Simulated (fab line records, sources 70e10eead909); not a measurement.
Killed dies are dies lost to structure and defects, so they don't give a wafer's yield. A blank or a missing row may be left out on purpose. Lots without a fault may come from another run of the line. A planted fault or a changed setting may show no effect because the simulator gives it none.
fab line records | flow nand_harc
record lots=14 wafers=42 last_day=32
route steps=1302 shown THIN_TSV@1265
lots that met no fault: from a run of the same line without faults
start_h: hours from the record's first day to the start of the lot's first wafer shown | wait_h: hours since the lot's step before | " the same as in the row above | L1.1+2: a row that stands for several wafers | - no value, or no start given | * or withheld: withheld | < > ~ a bound
route shown NAME@n: a module of which the file shows steps, and the number in the route of the first | usual: mean/standard deviation of fault-free wafers | same: alike in all rows | chamber/n: place in a boat | sites: the reading at each site | _std_site: their standard deviation | _edge_site: outer sites' mean less inner sites' | radius_mm: how far each site lies from the wafer's centre | mask NAME#n: copy n | behind: the tool/chamber that last shaped the wafer | hold: why the lot was held/for how many hours/how that ended | device: the transistor (n, p or np) that didn't switch | end of line: the same wafers' tests at the end of the route | a step without rows: its recipe alone | killed: dies lost to structure and defects at the first sort, not the wafer's yield | map: a wafer's dies, x killed, . not, _ none there
set.NAME: the setting as run; set.NAME@STEP: as run at that earlier step | model.NAME: the simulator's own value behind a step, which no gauge read
steps of the route over a sample of lots; a table a step, a row a wafer
services: from which hour (start_h, from the record's first day; less than 0 if before it) a tool's chamber was out of use, for how many hours, and why
## steps
# step NHARC_THIN_TSV_STRIP_45
# recipe power_w=1500 temp_c=250 chemistry=O2
# usual drypump_motor_current_A=5.9/0.53 heater_power_w=341/17 temp_c=250.03/0.17
# columns lot.wafer tool chamber start_h wait_h drypump_motor_current_A heater_power_w rf_hours_counter_h temp_c
L351.2 plasma_asher-02 0 558.73 0.1 6.5 364 26 250.16
L351.3 " 0 " " 6.5 356 - 249.82
L351.6 " 1 " " 5.9 349 - 250.17
L350.3 plasma_asher-02 0 566.16 0.2 6.5 358 - 250.04
L350.6 " 1 " " 5.8 336 - 250.15
L350.5 " 0 " " 6.5 362 - 250.02
L353.1 plasma_asher-02 0 567.24 0.1 6.5 359 28 249.95
L353.3 " 1 " " 5.8 339 - 249.90
L353.6 " 1 " " 5.8 340 - 249.87
L354.3 plasma_asher-02 1 592.91 0.2 5.8 341 - 250.38
L354.4 " 0 " " 6.5 351 - 249.82
L354.5 " 1 " " 5.8 331 - 250.08
L355.3 plasma_asher-01 1 611.87 0.2 5.0 316 - 250.09
L355.4 " 0 " " 5.4 313 - 250.00
L355.6 " 0 " " 5.3 312 - 250.30
L356.2 plasma_asher-02 0 622.65 0.1 6.5 345 3 250.16
L356.1 " 1 " " 5.8 361 3 249.99
L356.3 " 1 " " 5.8 362 - 249.90
L357.2 plasma_asher-01 1 627.17 0.1 5.0 322 20 250.06
L357.3 " 0 " " 5.3 310 - 250.11
L357.6 " 1 " " 5.0 325 - 250.19
L358.2 plasma_asher-02 1 644.84 0.1 5.8 354 6 250.14
L358.4 " 0 " " 6.5 348 - 249.86
L358.3 " 1 " " 5.8 349 - 249.87
L359.2 plasma_asher-01 1 646.01 0.1 5.0 317 24 250.33
L359.1 " 0 " " 5.3 316 24 250.21
L359.3 " 1 " " 5.0 327 - 249.84
L361.1 plasma_asher-02 0 654.16 0.1 6.5 354 8 250.09
L361.3 " 0 " " 6.5 344 - 249.89
L361.4 " 1 " " 5.8 360 - 250.35
L365.2 plasma_asher-02 1 693.17 0.1 5.8 354 17 250.00
L365.6 " 0 " " 6.5 349 - 250.04
L365.5 " 1 " " 5.8 353 - 249.78
L370.2 plasma_asher-02 0 747.45 0.1 6.5 345 28 249.99
L370.3 " 1 " " 5.8 361 - 250.06
L370.6 " 0 " " 6.5 347 - 249.98
L368.2 plasma_asher-02 0 748.82 0.1 6.5 355 29 249.92
L368.3 " 1 " " 5.8 365 - 250.15
L368.4 " 0 " " 6.5 358 - 249.84
L369.1 plasma_asher-01 0 756.84 0.1 5.3 317 9 250.05
L369.4 " 0 " " 5.3 315 - 249.67
L369.6 " 1 " " 5.0 314 - 250.05
# step NHARC_THIN_TSV_DEP_47
# recipe target_thk_a=2000 temp_c=withheld pressure_torr=6.5 rf_w=900 teos_flow_sccm=161.4 flow_sccm=2650 target_thk_nm=200 gas=O2 material=SiO2
# usual flow_sccm=2651/7.2 throttle_valve_pct=15.8/0.48
# columns lot.wafer tool chamber start_h wait_h flow_sccm throttle_valve_pct
L351.3 pecvd-02 2 559.58 - 2632 15.9
L351.2 " 0 " " 2651 16.2
L351.6 " 1 " " 2646 16.5
L350.3 pecvd-01 0 566.86 - 2659 16.2
L350.5 " 2 " " 2651 14.6
L350.6 " 1 " " 2649 15.2
L353.1 pecvd-02 0 568.04 - 2638 16.4
L353.3 " 1 " " 2669 16.7
L353.6 " 2 " " 2651 16.1
L354.3 pecvd-04 0 593.70 - 2647 15.6
L354.4 " 2 " " 2651 16.3
L354.5 " 0 " " 2644 15.8
L355.3 pecvd-01 1 612.67 - 2656 15.5
L355.4 " 2 " " 2652 15.2
L355.6 " 0 " " 2659 16.0
L356.3 pecvd-01 1 623.44 - 2667 15.4
L356.1 " 2 " " 2648 15.1
L356.2 " 0 " " 2656 16.2
L357.2 pecvd-02 2 628.03 - 2647 16.0
L357.3 " 0 " " 2651 16.3
L357.6 " 0 " " 2656 16.3
L358.2 pecvd-01 2 645.59 - 2654 15.0
L358.3 " 0 " " 2656 16.5
L358.4 " 2 " " 2656 15.0
L359.2 pecvd-04 1 646.82 - 2646 15.1
L359.1 " 2 " " 2661 15.9
L359.3 " 0 " " 2659 15.4
L361.3 pecvd-02 2 655.01 - 2655 16.0
L361.1 " 0 " " 2653 16.3
L361.4 " 1 " " 2654 16.1
L365.2 pecvd-04 0 693.96 - 2648 15.7
L365.6 " 0 " " 2664 15.6
L365.5 " 1 " " 2638 15.1
L370.3 pecvd-04 2 748.29 - 2657 16.0
L370.2 " 0 " " 2641 15.5
L370.6 " 0 " " 2648 15.5
L368.2 pecvd-04 2 749.63 - 2648 15.9
L368.3 " 0 " " 2660 15.7
L368.4 " 1 " " 2641 15.4
L369.1 pecvd-02 1 757.64 - 2651 16.3
L369.4 " 0 " " 2661 16.1
L369.6 " 2 " " 2659 16.3
# step NHARC_THIN_TSV_DEGAS_49
# recipe temp_c=300 time_s=120
# usual heater_power_w=464/19
# columns lot.wafer tool chamber start_h wait_h heater_power_w
L351.2 pvd_sputter-02 - 560.45 0.1 472
L351.3 " - " " 477
L351.6 " - " " 475
L350.3 pvd_sputter-01 - 567.77 0.1 433
L350.5 " - " " 481
L350.6 " - " " 495
L353.1 pvd_sputter-01 - 568.93 0.1 477
L353.3 " - " " 428
L353.6 " - " " 498
L354.3 pvd_sputter-01 - 594.55 0.1 458
L354.4 " - " " 474
L354.5 " - " " 446
L355.3 pvd_sputter-02 - 613.52 0.1 475
L355.4 " - " " 476
L355.6 " - " " 455
L356.2 pvd_sputter-01 - 624.44 0.1 463
L356.1 " - " " 458
L356.3 " - " " 505
L357.2 pvd_sputter-03 - 628.99 0.1 425
L357.3 " - " " 436
L357.6 " - " " 444
L358.2 pvd_sputter-01 - 646.52 0.1 455
L358.4 " - " " 456
L358.3 " - " " 505
L359.2 pvd_sputter-01 - 647.75 0.1 475
L359.1 " - " " 449
L359.3 " - " " 454
L361.4 pvd_sputter-03 - 655.90 0.1 414
L361.3 " - " " 458
L361.1 " - " " 458
L365.2 pvd_sputter-01 - 694.94 0.2 450
L365.5 " - " " 495
L365.6 " - " " 461
L370.3 pvd_sputter-02 - 749.18 0.1 456
L370.2 " - " " 484
L370.6 " - " " 457
L368.4 pvd_sputter-03 - 750.52 0.1 460
L368.2 " - " " 442
L368.3 " - " " 468
L369.4 pvd_sputter-01 - 758.56 0.1 506
L369.1 " - " " 474
L369.6 " - " " 460
# step NHARC_THIN_TSV_ETCH_59
# recipe target_depth_a=8800 icp_w=900 bias_w=100 Cl2_flow_sccm=60 bcl3_flow_sccm=30 time_s=138.1 chemistry=Cl2/BCl3
# usual drypump_motor_current_A=5.71/0.19 oes_product_au=1.000/0.0096 run_length_s=159.4/0.45 throttle_valve_pct=22.265/0.0088
# columns lot.wafer tool chamber start_h wait_h drypump_motor_current_A oes_product_au rf_hours_counter_h run_length_s throttle_valve_pct
L351.2 rie_metal-03 1 563.90 0.1 5.71 1.000 0.7 158.9 22.286
L351.3 " 0 " " 5.93 1.001 - 159.7 22.254
L351.6 " 1 " " 5.74 0.995 - 158.9 22.257
L350.3 rie_metal-01 1 571.26 0.2 5.52 0.992 - 159.5 22.268
L350.5 " 0 " " 5.67 0.995 - 159.7 22.262
L350.6 " 1 " " 5.54 0.996 - 159.2 22.273
L353.1 rie_metal-03 1 572.26 0.1 5.70 0.997 0.9 159.1 22.265
L353.3 " 0 " " 5.92 0.993 - 160.2 22.281
L353.6 " 0 " " 5.92 1.003 - 160.3 22.256
L354.4 rie_metal-03 1 597.91 0.2 5.72 0.995 - 159.2 22.260
L354.3 " 0 " " 5.92 1.012 - 160.0 22.258
L354.5 " 1 " " 5.70 0.994 - 158.8 22.266
L355.4 rie_metal-01 1 617.09 0.2 5.51 1.002 - 159.2 22.269
L355.3 " 0 " " 5.66 0.986 - 160.1 22.252
L355.6 " 1 " " 5.51 1.004 - 159.2 22.252
L356.2 rie_metal-01 0 627.88 0.1 5.63 0.992 0.5 159.5 22.249
L356.1 " 1 " " 5.52 1.012 0.5 159.3 22.269
L356.3 " 1 " " 5.52 1.007 - 159.4 22.270
L357.2 rie_metal-03 0 632.73 0.2 5.91 1.003 2.0 159.7 22.263
L357.3 " 1 " " 5.72 0.990 - 159.2 22.280
L357.6 " 0 " " 5.90 0.995 - 160.0 22.268
L358.2 rie_metal-03 0 649.83 0.1 5.93 0.999 2.2 160.3 22.281
L358.4 " 0 " " 5.93 0.997 - 160.1 22.252
L358.3 " 1 " " 5.74 1.000 - 159.0 22.268
L359.1 rie_metal-03 1 651.22 0.1 5.75 1.009 2.4 158.8 22.271
L359.2 " 0 " " 5.93 1.008 2.4 160.2 22.255
L359.3 " 1 " " 5.73 1.001 - 158.9 22.285
L361.1 rie_metal-01 1 659.31 0.1 5.53 1.028 1.0 159.3 22.262
L361.3 " 1 " " 5.50 1.014 - 159.4 22.274
L361.4 " 0 " " 5.68 0.992 - 159.6 22.283
L365.2 rie_metal-02 0 698.37 0.1 5.41 1.000 1.4 160.0 22.255
L365.6 " 0 " " 5.37 1.004 - 159.6 22.269
L365.5 " 1 " " 5.88 1.009 - 159.0 22.261
L370.2 rie_metal-03 0 753.18 0.1 5.92 0.998 0.5 145.7 22.257
L370.3 " 1 " " 5.73 0.989 - 158.9 22.268
L370.6 " 0 " " 5.91 0.995 - 145.5 22.265
L368.2 rie_metal-01 1 753.86 0.1 5.51 1.009 2.7 159.8 22.266
L368.4 " 1 " " 5.50 1.012 - 159.2 22.273
L368.3 " 0 " " 5.65 0.985 - 159.5 22.265
L369.1 rie_metal-03 1 761.99 0.1 5.72 0.988 0.7 159.1 22.283
L369.4 " 0 " " 5.91 0.996 - 145.2 22.262
L369.6 " 1 " " 5.74 0.992 - 158.7 22.252
## services
# columns tool chamber start_h hours kind
rie_metal-03 1 548.03 9.4 repair
rie_metal-01 - 579.67 9.0 pm
pvd_sputter-01 - 582.05 10.0 pm
pecvd-02 - 589.14 13.0 pm
plasma_asher-02 - 603.00 9.0 pm
rie_metal-01 - 614.14 1.5 repair
pvd_sputter-02 - 614.35 11.4 repair
pvd_sputter-02 - 630.02 2.8 repair
pecvd-04 - 631.13 13.0 pm
pvd_sputter-02 - 638.03 10.0 pm
plasma_asher-02 - 645.64 0.9 repair
rie_metal-03 1 651.68 20.5 repair
pecvd-02 1 656.52 32.0 repair
pvd_sputter-03 - 661.82 9.5 repair
rie_metal-03 0 663.19 2.0 repair
pecvd-01 - 673.33 13.0 pm
pvd_sputter-02 - 677.63 2.1 repair
pvd_sputter-03 - 691.42 1.4 repair
rie_metal-03 - 696.10 9.0 pm
plasma_asher-01 - 696.26 9.0 pm
pecvd-04 0 750.67 2.7 repair
rie_metal-01 - 754.57 0.9 repair
rie_metal-01 - 756.67 9.0 pm
pvd_sputter-01 - 760.05 10.0 pm
## key
first_sign step=NHARC_THIN_TSV_ETCH_59 reading=run_length_s direction=down sigmas=31 usual=* struck=*
effect none on later readings
met_at NHARC_THIN_TSV_ETCH_59
struck_lots L369,L370
struck_wafers L369.4,L370.2,L370.6
later_rows_left_out L369.4,L370.2,L370.6
sort_left_out L369.4,L370.2,L370.6
not_acting_at NHARC_THIN_TSV_STRIP_45,NHARC_THIN_TSV_DEP_47,NHARC_THIN_TSV_DEGAS_49
onset_between 651.22 753.18
fault kind=process_parameter_drift tool=rie_metal-03 chamber=0 onset_h=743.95 steps=NHARC_THIN_TSV_ETCH_59 channel=time_s offset=* shape=step end_h=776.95 acts_in=* stated=*
# sort_left_out: the simulated sort isn't trusted on such a fault, so these wafers' sort isn't shown, and their yield isn't known
# later_rows_left_out: the simulator's readings of these wafers behind a module that went badly wrong aren't trusted and aren't shown, but for the sort
